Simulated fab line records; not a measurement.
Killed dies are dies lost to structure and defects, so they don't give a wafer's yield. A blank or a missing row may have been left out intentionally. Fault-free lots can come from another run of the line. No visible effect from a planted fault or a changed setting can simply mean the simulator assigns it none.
Chamber matching ; flow n5_finfet ; N5_BEOL_M0_SAQP_ETCH_83 on rie_diel-03: 4 sister chambers
The step etches SiARC in CF4, target depth 39 nm, time 65 s. 4 wafers are shown with their chamber, then 9 later ones without.

WAFERS PAIRED WITH THEIR CHAMBERS
wafer;chamber;drypump_motor_current_A (A)
L081.1;3;5.6
L091.1;0;6.4
L091.2;1;6.0
L091.4;2;5.5

WAFERS MISSING THEIR CHAMBER
wafer;drypump_motor_current_A (A)
L092.1;6.0
L092.2;6.4
L092.6;6.0
L093.1;6.4
L093.3;5.6
L093.6;5.4
L097.2;5.6
L097.5;5.4
L097.6;5.6

EACH ONE'S CHAMBER
wafer;from the rows above;in truth
L092.1;1;1
L092.2;0;0
L092.6;1;1
L093.1;0;0
L093.3;3;3
L093.6;2;2
L097.2;3;3
L097.5;2;2
L097.6;3;3
9 of 9 placed correctly. Left unplaced by these rows: 0. 0 placed wrongly.
How it was worked out, from the rows above alone: a wafer's distance from a chamber is the root of the sum, over the readings, of the square of ((its reading less the chamber's mean) divided by the reading's scatter). If the next closest chamber is less than 2 further off than the closest, the wafer can't be placed; otherwise it belongs to the closest. For every chamber, the mean is computed from those of its wafers that are shown. The scatter: with one shown wafer a chamber, the root of the mean of the squares of how far each hidden wafer lies from its nearest shown one.
